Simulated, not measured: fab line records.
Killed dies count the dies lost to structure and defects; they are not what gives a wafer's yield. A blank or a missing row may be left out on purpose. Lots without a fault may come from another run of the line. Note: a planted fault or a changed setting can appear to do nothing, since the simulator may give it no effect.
Which of the tools did it?	flow n5 finfet	Sampling: 23 lots, 69 wafers, 6 of 1938 route steps

## WHAT EACH GAUGE READ, for each wafer
Not one reading of a measure or inspect step in the record can be checked against a usual standard deviation.

## WHICH TOOL RAN EACH LOT (tool, then ch and the chambers of the sampled wafers, then the start)
lot	N5_BEOL_M1_ILD_DEP_00	N5_BEOL_M1_HM_DEP_02	N5_BEOL_M1_STRIP_66	N5_BEOL_M1_ETCHBACK_99	N5_BEOL_M1_STRIP_97	N5_BEOL_M1_SPUTTER_88
L074	pecvd-01 ch 1,2, day 5 22:08	pvd sputter-02, day 5 23:10	rie diel-05 ch 1,2,3, day 5 23:58	rie diel-05 ch 0,1,2, day 6 06:21	rie diel-05 ch 0,1,2, day 6 12:25 or earlier	pvd sputter-01, day 6 12:25
L075	pecvd-02 ch 0,1, day 6 02:33	pvd sputter-01, day 6 06:40	rie diel-02 ch 2,3, day 6 07:32	rie diel-02 ch 2,3, day 6 13:25	rie diel-02 ch 2,3, day 6 16:34 or earlier	pvd sputter-03, day 6 16:34
L076	pecvd-01 ch 0,1, day 6 16:14	pvd sputter-01, day 6 16:53	rie diel-02 ch 0,1,2, day 6 18:50	rie diel-05 ch 0,1,3, day 6 19:52	rie diel-05 ch 0,1,3, day 6 22:40 or earlier	pvd sputter-02, day 6 22:40
L077	pecvd-03 ch 0,1,2, day 6 19:25	pvd sputter-03, day 6 20:28	rie diel-05 ch 0,1,2, day 6 21:11	rie diel-02 ch 0,1,2, day 7 03:34	rie diel-02 ch 0,1,2, day 7 06:46 or earlier	pvd sputter-02, day 7 06:46
L078	pecvd-01 ch 1,2, day 7 01:42	pvd sputter-03, day 7 03:58	rie diel-02 ch 0,1,2, day 7 04:41	rie diel-05 ch 1,2,3, day 7 09:16	rie diel-05 ch 1,2,3, day 7 11:56 or earlier	pvd sputter-02, day 7 11:56
L080	pecvd-02 ch 0,2, day 7 18:17	pvd sputter-02, day 7 18:58	rie diel-01 ch 2,3, day 7 19:41	rie diel-01 ch 0,1, day 7 21:02	rie diel-01 ch 0,1, day 7 23:28 or earlier	pvd sputter-01, day 7 23:28
L079	pecvd-02 ch 0,2, day 7 18:26	pvd sputter-02, day 7 19:04	rie diel-02 ch 0,3, day 7 19:53	rie diel-05 ch 0,1,3, day 7 21:05	rie diel-05 ch 0,1,3, day 8 00:00 or earlier	pvd sputter-02, day 8 00:00
L081	pecvd-01 ch 0,1,2, day 7 22:13	pvd sputter-03, day 8 00:22	rie diel-02 ch 0,2,3, day 8 01:04	rie diel-01 ch 0,1,3, day 8 02:26	rie diel-01 ch 0,1,3, day 8 05:32 or earlier	pvd sputter-02, day 8 05:32
L083	pecvd-03 ch 0,1, day 8 03:52	pvd sputter-01, day 8 06:45	rie diel-05 ch 2,3, day 8 07:28	rie diel-02 ch 0,2,3, day 8 08:34	rie diel-02 ch 0,2,3, day 8 12:23 or earlier	pvd sputter-03, day 8 12:23
L082	pecvd-03 ch 0,2, day 8 04:30	pvd sputter-01, day 8 06:59	rie diel-01 ch 2,3, day 8 07:43	rie diel-01 ch 0,1,2, day 8 08:41	rie diel-01 ch 0,1,2, day 8 12:26 or earlier	pvd sputter-01, day 8 12:26
L084	pecvd-03 ch 0,2, day 8 15:08	pvd sputter-01, day 8 18:07	rie diel-01 ch 0,1, day 8 18:59	rie diel-01 ch 2,3, day 8 22:13	rie diel-01 ch 2,3, day 9 00:54 or earlier	pvd sputter-01, day 9 00:54
L085	pecvd-01 ch 1,2, day 8 19:53	pvd sputter-01, day 8 22:20	rie diel-02 ch 0,1,2, day 8 23:13	rie diel-01 ch 0,1,3, day 9 02:01	rie diel-01 ch 0,1,3, day 9 04:47 or earlier	pvd sputter-02, day 9 04:47
L086	pecvd-01 ch 0,2, day 9 03:34	pvd sputter-02, day 9 03:49	rie diel-02 ch 0,1,2, day 9 04:43	rie diel-02 ch 1,2,3, day 9 07:28	rie diel-02 ch 1,2,3, day 9 09:55 or earlier	pvd sputter-01, day 9 09:55
L087	pecvd-01 ch 0,1,2, day 9 07:49	pvd sputter-01, day 9 08:10	rie diel-01 ch 0,2,3, day 9 08:53	rie diel-01 ch 0,1,3, day 9 10:41	rie diel-01 ch 0,1,3, day 9 13:15 or earlier	pvd sputter-03, day 9 13:15
L088	pecvd-01 ch 0,2, day 9 12:20	pvd sputter-03, day 9 14:19	rie diel-01 ch 1,2, day 9 15:10	rie diel-01 ch 0,1,2, day 9 18:37	rie diel-01 ch 0,1,2, day 9 23:26 or earlier	pvd sputter-01, day 9 23:26
L089	pecvd-03 ch 0,2, day 9 18:45	pvd sputter-01, day 9 19:32	rie diel-01 ch 1,2,3, day 9 20:15	rie diel-02 ch 0,1,3, day 10 01:01	rie diel-02 ch 0,1,3, day 10 04:26 or earlier	pvd sputter-02, day 10 04:26
L090	pecvd-01 ch 0,1,2, day 10 01:04	pvd sputter-03, day 10 01:37	rie diel-01 ch 0,2,3, day 10 02:28	rie diel-01 ch 0,1,2, day 10 05:28	rie diel-01 ch 0,1,2, day 10 07:58 or earlier	pvd sputter-03, day 10 07:58
L091	pecvd-02 ch 0,1,2, day 10 07:45	pvd sputter-01, day 10 08:52	rie diel-01 ch 0,1, day 10 09:35	rie diel-02 ch 0,3, day 10 11:53	rie diel-02 ch 0,3, day 10 15:18 or earlier	pvd sputter-01, day 10 15:18
L092	pecvd-03 ch 0,1,2, day 10 18:07	pvd sputter-01, day 10 20:02	rie diel-01 ch 0,1,2, day 10 20:44	rie diel-02 ch 0,2,3, day 10 21:41	rie diel-02 ch 0,2,3, day 10 23:44 or earlier	pvd sputter-02, day 10 23:44
L093	pecvd-03 ch 0,1,2, day 11 06:14	pvd sputter-03, day 11 11:05	rie diel-01 ch 0,2,3, day 11 11:58	rie diel-01 ch 0,1, day 11 15:29	rie diel-01 ch 0,1, day 11 18:07 or earlier	pvd sputter-01, day 11 18:07
L094	pecvd-03 ch 1,2, day 11 07:42	pvd sputter-03, day 11 11:32	rie diel-01 ch 1,2,3, day 11 12:23	rie diel-02 ch 1,3, day 11 16:32	rie diel-02 ch 1,3, day 11 19:10 or earlier	pvd sputter-02, day 11 19:10
L096	pecvd-01 ch 0,1, day 11 17:01	pvd sputter-02, day 11 18:11	rie diel-02 ch 0,2,3, day 11 18:54	rie diel-05 ch 1,2,3, day 11 20:03	rie diel-05 ch 1,2,3, day 11 22:31 or earlier	pvd sputter-01, day 11 22:31
L097	pecvd-03 ch 1,2, day 11 21:26	pvd sputter-02, day 11 23:53	rie diel-01 ch 0,1,3, day 12 00:37	rie diel-02 ch 1,3, day 12 04:05	rie diel-02 ch 1,3, day 12 06:44 or earlier	pvd sputter-02, day 12 06:44
- N5_BEOL_M1_ILD_DEP_00: deposits SiOC from DEMS/O2, target thk 79 nm, time 15.3 s.
- N5_BEOL_M1_HM_DEP_02: deposits TiN, target thk 20 nm.
- N5_BEOL_M1_STRIP_66: strips in CF4.
- N5_BEOL_M1_ETCHBACK_99: etches SiO2 in CHF3, target depth 5 nm, time 10.4 s.
- N5_BEOL_M1_STRIP_97: strips in N2/H2, time 10 s.
- N5_BEOL_M1_SPUTTER_88: material Cu, target thk 4.5 nm, time 8.29 s.

## AS READ BY THE TOOLS THEMSELVES (means over the sampled wafers that have a number; for cases with no such wafer, the mark the record gives instead)
N5_BEOL_M1_ILD_DEP_00. Usual: heater power w 462 W, standard deviation 73; showerhead plenum p Torr 5.691 Torr, standard deviation 0.014; throttle valve pct 12.1 %, standard deviation 0.6.
lot	tool	heater power w (W)	showerhead plenum p Torr (Torr)	throttle valve pct (%)	flag
L074	pecvd-01	419	5.689	11.8	
L075	pecvd-02	491	5.675	12.5	
L076	pecvd-01	369	5.685	12.3	
L077	pecvd-03	552	5.694	12.0	
L078	pecvd-01	383	5.681	11.9	
L080	pecvd-02	465	5.693	11.6	
L079	pecvd-02	458	5.696	11.7	
L081	pecvd-01	394	5.685	12.2	
L083	pecvd-03	486	5.711	12.4	
L082	pecvd-03	527	5.698	11.5	
L084	pecvd-03	546	5.694	11.5	
L085	pecvd-01	349	5.683	11.9	
L086	pecvd-01	460	5.688	12.6	
L087	pecvd-01	391	5.692	12.2	
L088	pecvd-01	410	5.697	12.6	
L089	pecvd-03	518	5.690	11.6	
L090	pecvd-01	400	5.683	12.2	
L091	pecvd-02	466	5.681	12.1	
L092	pecvd-03	484	5.696	11.9	
L093	pecvd-03	540	5.696	12.1	
L094	pecvd-03	536	5.695	11.4	
L096	pecvd-01	381	5.688	12.7	
L097	pecvd-03	552	5.698	11.6	

N5_BEOL_M1_HM_DEP_02. Usual: substrate temp c 25.00 C, standard deviation 0.1; throttle valve pct 30.2 %, standard deviation 0.64.
lot	tool	substrate temp c (C)	throttle valve pct (%)	flag
L074	pvd sputter-02	24.95	30.5	
L075	pvd sputter-01	24.90	29.8	
L076	pvd sputter-01	24.96	30.0	
L077	pvd sputter-03	25.17	30.5	
L078	pvd sputter-03	24.99	30.9	
L080	pvd sputter-02	24.90	30.2	
L079	pvd sputter-02	25.08	30.8	
L081	pvd sputter-03	25.00	30.3	
L083	pvd sputter-01	24.85	30.0	
L082	pvd sputter-01	24.95	30.0	
L084	pvd sputter-01	24.93	30.0	
L085	pvd sputter-01	25.03	29.7	
L086	pvd sputter-02	24.95	30.5	
L087	pvd sputter-01	25.00	30.0	
L088	pvd sputter-03	25.09	30.6	
L089	pvd sputter-01	24.99	30.1	
L090	pvd sputter-03	25.10	30.6	
L091	pvd sputter-01	25.09	30.1	
L092	pvd sputter-01	25.04	29.7	
L093	pvd sputter-03	25.08	30.4	
L094	pvd sputter-03	25.00	30.7	
L096	pvd sputter-02	24.98	31.1	
L097	pvd sputter-02	25.02	30.4	

N5_BEOL_M1_STRIP_66. Usual: drypump motor current A 5.7 A, standard deviation 0.49; oes product au 0.74 a.u., standard deviation 0.052; rf vpp V 271.0 V, standard deviation 1.7; showerhead plenum p Torr 1.78 Torr, standard deviation 0.058; throttle valve pct 13.66 %, standard deviation 0.14.
lot	tool	drypump motor current A (A)	oes product au (a.u.)	rf vpp V (V)	showerhead plenum p Torr (Torr)	throttle valve pct (%)	flag
L074	rie diel-05	5.6	0.72	271.1	1.80	13.69	
L075	rie diel-02	5.3	0.73	270.7	1.76	13.55	
L076	rie diel-02	5.6	0.73	272.1	1.82	13.57	
L077	rie diel-05	5.7	0.77	271.6	1.81	13.67	
L078	rie diel-02	5.6	0.73	271.2	1.82	13.58	
L080	rie diel-01	5.3	0.72	270.5	1.77	13.69	
L079	rie diel-02	5.8	0.71	269.7	1.74	13.66	
L081	rie diel-02	5.5	0.72	270.1	1.77	13.60	
L083	rie diel-05	5.6	0.71	272.6	1.84	13.63	
L082	rie diel-01	5.3	0.72	270.6	1.77	13.70	
L084	rie diel-01	6.4	0.84	272.3	1.80	13.54	
L085	rie diel-02	5.6	0.72	271.6	1.81	13.61	
L086	rie diel-02	5.6	0.72	271.4	1.81	13.61	
L087	rie diel-01	5.7	0.73	270.1	1.77	13.77	
L088	rie diel-01	6.2	0.77	272.0	1.84	13.70	
L089	rie diel-01	5.8	0.76	270.9	1.80	13.64	
L090	rie diel-01	5.7	0.73	270.4	1.77	13.77	
L091	rie diel-01	6.2	0.79	270.0	1.76	13.70	
L092	rie diel-01	6.2	0.77	271.3	1.80	13.71	
L093	rie diel-01	5.7	0.72	270.0	1.76	13.80	
L094	rie diel-01	5.8	0.75	270.4	1.79	13.67	
L096	rie diel-02	5.5	0.70	270.5	1.76	13.65	
L097	rie diel-01	5.8	0.76	270.5	1.75	13.66	

N5_BEOL_M1_ETCHBACK_99. Usual: drypump motor current A 5.8 A, standard deviation 0.47; oes_ar_750_au 0.75 a.u., standard deviation 0.052; oes product au 0.75 a.u., standard deviation 0.06; rf vpp V 242 V, standard deviation 4.4; showerhead plenum p Torr 2.15 Torr, standard deviation 0.077; throttle valve pct 17.12 %, standard deviation 0.16.
lot	tool	drypump motor current A (A)	oes_ar_750_au (a.u.)	oes product au (a.u.)	rf vpp V (V)	showerhead plenum p Torr (Torr)	throttle valve pct (%)	flag
L074	rie diel-05	5.7	0.77	0.77	243	2.20	17.24	
L075	rie diel-02	5.3	0.74	0.73	241	2.11	16.99	
L076	rie diel-05	5.7	0.77	0.77	248	2.19	17.24	
L077	rie diel-02	5.6	0.74	0.73	241	2.17	16.99	
L078	rie diel-05	5.7	0.72	0.72	241	2.18	17.28	
L080	rie diel-01	6.3	0.84	0.85	239	2.14	16.95	
L079	rie diel-05	5.7	0.75	0.76	247	2.19	17.26	
L081	rie diel-01	5.8	0.79	0.80	240	2.10	17.06	
L083	rie diel-02	5.5	0.73	0.72	240	2.11	17.01	
L082	rie diel-01	6.2	0.79	0.79	243	2.16	17.12	
L084	rie diel-01	5.3	0.71	0.71	244	2.12	17.19	
L085	rie diel-01	5.9	0.78	0.79	240	2.10	17.06	
L086	rie diel-02	5.7	0.72	0.71	241	2.13	17.08	
L087	rie diel-01	5.8	0.78	0.79	239	2.10	17.07	
L088	rie diel-01	6.2	0.78	0.79	243	2.15	17.14	
L089	rie diel-02	5.9	0.72	0.70	240	2.14	17.08	
L090	rie diel-01	6.2	0.78	0.78	243	2.15	17.14	
L091	rie diel-02	5.8	0.72	0.72	240	2.11	17.05	
L092	rie diel-02	5.5	0.72	0.71	241	2.10	17.05	
L093	rie diel-01	6.2	0.79	0.79	239	2.09	17.13	
L094	rie diel-02	6.1	0.71	0.70	241	2.16	17.15	
L096	rie diel-05	5.6	0.70	0.70	240	2.17	17.33	
L097	rie diel-02	6.1	0.71	0.69	240	2.16	17.16	

N5_BEOL_M1_STRIP_97. Usual: drypump motor current A 5.8 A, standard deviation 0.47; n2 flow sccm 199.9 sccm, standard deviation 0.58; oes product au 0.75 a.u., standard deviation 0.064; rf vpp V 59.0 V, standard deviation 0.78; showerhead plenum p Torr 2.53 Torr, standard deviation 0.088; throttle valve pct 23.67 %, standard deviation 0.24.
lot	tool	drypump motor current A (A)	n2 flow sccm (sccm)	oes product au (a.u.)	rf vpp V (V)	showerhead plenum p Torr (Torr)	throttle valve pct (%)	flag
L074	rie diel-05	5.7	199.9	0.78	59.4	2.57	23.69	
L075	rie diel-02	5.3	199.5	0.73	58.6	2.49	23.67	
L076	rie diel-05	5.7	200.2	0.77	58.6	2.58	23.82	
L077	rie diel-02	5.6	199.7	0.73	58.8	2.55	23.43	
L078	rie diel-05	5.6	199.2	0.72	59.3	2.56	23.81	
L080	rie diel-01	6.3	200.4	0.87	59.2	2.54	23.70	
L079	rie diel-05	5.7	199.6	0.76	59.5	2.57	23.82	
L081	rie diel-01	5.8	199.8	0.81	58.9	2.49	23.80	
L083	rie diel-02	5.5	199.2	0.72	60.5	2.49	23.63	
L082	rie diel-01	6.2	200.0	0.80	59.2	2.55	23.65	
L084	rie diel-01	5.3	199.3	0.72	59.1	2.49	23.89	
L085	rie diel-01	5.8	200.0	0.80	58.5	2.48	23.82	
L086	rie diel-02	5.7	199.9	0.71	58.8	2.52	23.58	
L087	rie diel-01	5.9	200.3	0.79	58.7	2.48	23.82	
L088	rie diel-01	6.2	200.3	0.79	59.5	2.55	23.68	
L089	rie diel-02	6.0	199.9	0.71	58.2	2.51	23.53	
L090	rie diel-01	6.2	200.2	0.79	58.7	2.54	23.68	
L091	rie diel-02	5.8	200.0	0.71	59.4	2.49	23.60	
L092	rie diel-02	5.6	199.7	0.70	58.4	2.48	23.65	
L093	rie diel-01	6.2	199.9	0.79	58.6	2.47	23.71	
L094	rie diel-02	6.1	200.1	0.70	59.3	2.53	23.49	
L096	rie diel-05	5.6	199.3	0.70	59.7	2.55	23.85	
L097	rie diel-02	6.1	200.0	0.69	58.8	2.53	23.48	

N5_BEOL_M1_SPUTTER_88. Usual: substrate temp c -20.00 C, standard deviation 0.11; throttle valve pct 30.2 %, standard deviation 0.63.
lot	tool	substrate temp c (C)	throttle valve pct (%)	flag
L074	pvd sputter-01	-19.96	30.1	
L075	pvd sputter-03	-19.97	30.2	
L076	pvd sputter-02	-20.01	30.5	
L077	pvd sputter-02	-19.93	30.0	
L078	pvd sputter-02	-20.02	30.7	
L080	pvd sputter-01	-20.04	29.6	
L079	pvd sputter-02	-19.92	30.2	
L081	pvd sputter-02	-19.98	30.1	
L083	pvd sputter-03	-20.00	29.5	
L082	pvd sputter-01	-19.91	29.9	
L084	pvd sputter-01	-19.98	29.9	
L085	pvd sputter-02	-19.87	30.6	
L086	pvd sputter-01	-19.95	29.8	
L087	pvd sputter-03	-19.97	30.6	
L088	pvd sputter-01	-20.04	30.1	
L089	pvd sputter-02	-19.98	30.0	
L090	pvd sputter-03	-19.99	30.4	
L091	pvd sputter-01	-20.10	29.9	
L092	pvd sputter-02	-19.99	30.6	
L093	pvd sputter-01	-20.03	30.0	
L094	pvd sputter-02	-19.97	30.0	
L096	pvd sputter-01	-20.07	30.1	
L097	pvd sputter-02	-20.12	30.7	

## THE ANSWER, worked out from the rows above alone
Rule: a lot is off if the mean of its wafers that have a number lies more than 3 standard deviations from the usual mean. A lot without any number at a reading at which 4 lots or more have one is off too. Where the step has rows for the other lots, those lots are counted as sound. The gauges are gone through in route order, then the tools' own readings, and for those a lot's mean is taken as printed above. The first step at which some lot is off is used, and at that step the reading that is off furthest; a lot without a number counts as furthest.
None of the lots is off at any reading shown; this tells nothing.

## WHAT THE SIMULATOR HAD PUT IN
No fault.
